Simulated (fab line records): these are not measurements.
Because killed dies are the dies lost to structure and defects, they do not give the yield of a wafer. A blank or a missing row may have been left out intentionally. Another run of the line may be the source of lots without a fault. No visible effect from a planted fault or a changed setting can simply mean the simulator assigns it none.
Which tool did it? ; flow n5-finfet ; Sampling: 24 lots, 72 wafers, 3 of 1938 route steps

WHAT EACH GAUGE READ, for each wafer
N5_BEOL_M15_INSPECT_12: inspects for defects (macro).
lot;measured;on;raw-defect-count
L074;day 11 15:30;defect-inspect-02;3 1 2
L076;day 11 23:08;defect-inspect-01;2 2 2
L075;day 11 23:18;defect-inspect-02;0 1 0
L077;day 12 04:11;defect-inspect-01;3 1 2
L078;day 12 17:25;defect-inspect-02;5 1 1
L079;day 13 01:52;defect-inspect-02;3 2 2
L081;day 13 13:05;defect-inspect-01;2 2 0
L080;day 14 04:26;defect-inspect-01;2 0 1
L083;day 14 09:24;defect-inspect-02;2 3 2
L082;day 15 00:47;defect-inspect-01;3 0 2
L085;day 15 03:29;defect-inspect-02;2 2 4
L087;day 15 13:46;defect-inspect-01;1 1 3
L086;day 15 14:00;defect-inspect-01;2 3 2
L084;day 15 14:59;defect-inspect-02;1 3 0
L089;day 16 08:35;defect-inspect-01;2 5 1
L091;day 16 12:19;defect-inspect-01;1 3 3
L088;day 16 12:44;defect-inspect-02;1 3 3
L094;day 16 21:20;defect-inspect-01;3 1 2
L090;day 17 01:54;defect-inspect-02;4 1 2
L096;day 17 12:31;defect-inspect-02;4 0 1
L093;day 17 16:15;defect-inspect-02;2 2 2
L092;day 17 16:25;defect-inspect-02;0 1 5
L095;day 18 02:25;defect-inspect-02;2 1 1
L097;day 18 03:13;defect-inspect-02;3 1 0

WHAT TOOL EACH LOT RAN ON (gives the tool, then ch and the chambers of the sampled wafers, and finally the start)
lot;N5_BEOL_M13_TRENCH_ETCH_34;N5_BEOL_M14_SPUTTER_45
L074;rie-diel-04 ch 0,1,3, day 11 05:35;pvd-sputter-02, day 11 13:41
L076;rie-diel-04 ch 0,1,2, day 11 10:28;pvd-sputter-03, day 11 21:11
L075;rie-diel-01 ch 0,1, day 11 11:11;pvd-sputter-02, day 11 21:16
L077;rie-diel-01 ch 0,2,3, day 11 17:58;pvd-sputter-01, day 12 02:20
L078;rie-diel-03 ch 0,2,3, day 12 06:46;pvd-sputter-01, day 12 15:35
L079;rie-diel-04 ch 0,1,3, day 12 15:19;pvd-sputter-03, day 12 23:55
L081;rie-diel-04 ch 1,3, day 13 03:17;pvd-sputter-03, day 13 11:14
L080;rie-diel-03 ch 0,2,3, day 13 19:16;pvd-sputter-01, day 14 02:07
L083;rie-diel-04 ch 1,2,3, day 13 23:35;pvd-sputter-02, day 14 07:42
L082;rie-diel-03 ch 1,2, day 14 11:19;pvd-sputter-01, day 14 23:00
L085;rie-diel-03 ch 0,2,3, day 14 14:12;pvd-sputter-02, day 15 01:40
L087;rie-diel-03 ch 1,2,3, day 15 01:50;pvd-sputter-01, day 15 12:02
L086;rie-diel-03 ch 0,3, day 15 03:26;pvd-sputter-03, day 15 12:19
L084;rie-diel-01 ch 0,2,3, day 15 05:08;pvd-sputter-01, day 15 12:26
L089;rie-diel-03 ch 1,2, day 15 20:28;pvd-sputter-03, day 16 06:40
L091;rie-diel-04 ch 0,1,3, day 16 01:10;pvd-sputter-03, day 16 10:29
L088;rie-diel-01 ch 1,2,3, day 16 01:24;pvd-sputter-03, day 16 10:55
L094;rie-diel-03 ch 1,2, day 16 10:14;pvd-sputter-02, day 16 19:29
L090;rie-diel-04 ch 0,1,2, day 16 18:28;pvd-sputter-01, day 17 00:11
L096;rie-diel-04 ch 1,3, day 17 01:31;pvd-sputter-02, day 17 10:31
L093;rie-diel-03 ch 1,2, day 17 01:51;pvd-sputter-01, day 17 14:26
L092;rie-diel-03 ch 0,1, day 17 02:38;pvd-sputter-03, day 17 14:30
L095;rie-diel-01 ch 0,2,3, day 17 07:26;pvd-sputter-02, day 18 00:08
L097;rie-diel-04 ch 1,2, day 17 15:21;pvd-sputter-03, day 18 00:38
- N5_BEOL_M13_TRENCH_ETCH_34: etches SiOC in C4F8/O2/Ar, target depth 413.47 nm, time 162.6 s.
- N5_BEOL_M14_SPUTTER_45: material Cu, target thk 100 nm, time 16.67 s.

WHAT THE TOOLS THEMSELVES READ (means of the sampled wafers that have a number; where no wafer has one, the mark that the record gives instead)
N5_BEOL_M13_TRENCH_ETCH_34.
lot;tool;bias-w (W);drypump-motor-current-A (A);oes-product-au (a.u.);rf-vpp-V (V);showerhead-plenum-p-Torr (Torr);throttle-valve-pct (%)
L074;rie-diel-04;700.0;5.6;0.75;667.4;3.45;24.02
L076;rie-diel-04;700.9;5.5;0.76;666.4;3.46;23.95
L075;rie-diel-01;698.9;5.1;0.72;662.4;3.32;24.28
L077;rie-diel-01;699.7;5.7;0.78;664.5;3.40;24.17
L078;rie-diel-03;701.0;6.5;0.75;663.4;3.34;24.07
L079;rie-diel-04;699.4;5.6;0.74;667.0;3.44;24.04
L081;rie-diel-04;701.8;6.0;0.78;664.7;3.38;24.09
L080;rie-diel-03;697.8;6.5;0.73;664.1;3.33;24.10
L083;rie-diel-04;701.1;6.0;0.78;664.5;3.39;24.01
L082;rie-diel-03;697.5;6.2;0.74;662.4;3.32;24.10
L085;rie-diel-03;701.6;6.5;0.73;664.1;3.33;24.10
L087;rie-diel-03;699.2;6.1;0.74;664.6;3.35;24.04
L086;rie-diel-03;700.2;6.4;0.74;665.0;3.37;23.98
L084;rie-diel-01;702.3;5.7;0.75;664.5;3.39;24.20
L089;rie-diel-03;697.4;6.2;0.73;662.0;3.31;24.10
L091;rie-diel-04;700.6;5.6;0.72;666.2;3.43;24.07
L088;rie-diel-01;699.9;5.5;0.72;663.3;3.32;24.16
L094;rie-diel-03;702.1;6.2;0.74;662.9;3.31;24.11
L090;rie-diel-04;698.8;5.5;0.73;666.6;3.44;24.00
L096;rie-diel-04;700.8;6.1;0.75;664.4;3.37;24.11
L093;rie-diel-03;700.1;6.2;0.73;662.2;3.31;24.13
L092;rie-diel-03;699.0;6.1;0.76;665.6;3.40;23.87
L095;rie-diel-01;699.4;5.7;0.74;664.1;3.38;24.21
L097;rie-diel-04;698.0;5.9;0.76;664.2;3.38;23.97

N5_BEOL_M14_SPUTTER_45.
lot;tool;throttle-valve-pct (%)
L074;pvd-sputter-02;29.9
L076;pvd-sputter-03;30.5
L075;pvd-sputter-02;29.5
L077;pvd-sputter-01;30.6
L078;pvd-sputter-01;30.5
L079;pvd-sputter-03;30.2
L081;pvd-sputter-03;29.2
L080;pvd-sputter-01;30.7
L083;pvd-sputter-02;29.5
L082;pvd-sputter-01;29.9
L085;pvd-sputter-02;30.1
L087;pvd-sputter-01;30.4
L086;pvd-sputter-03;30.9
L084;pvd-sputter-01;30.0
L089;pvd-sputter-03;30.2
L091;pvd-sputter-03;30.1
L088;pvd-sputter-03;30.5
L094;pvd-sputter-02;29.4
L090;pvd-sputter-01;30.5
L096;pvd-sputter-02;29.3
L093;pvd-sputter-01;30.6
L092;pvd-sputter-03;29.7
L095;pvd-sputter-02;30.5
L097;pvd-sputter-03;30.1

THE ANSWER, worked out from the rows above alone
Rule: the lots themselves supply what counts as usual. Put in order of their means at a reading, lots are off if they are a third of the lots or fewer, leave a main group of 4 or more, and stand apart from it by a gap of 3 or more times the standard deviation of the main group's means; of several such gaps the widest counts. A main group whose means are all the same, to the digits that the tables above print for the reading, isn't used. Also off: a lot with no number at a reading for which 4 or more lots have one. The other lots that the step has rows for count as sound. Order of review: gauges by route order, followed by the tools' own readings, for which a lot's mean as printed above is used. The first step at which some lot is off is used, and at that step the reading that is off furthest; a lot without a number counts as furthest.
No lot is off at any reading shown: from this, nothing can be told.

WHAT THE SIMULATOR HAD PUT IN
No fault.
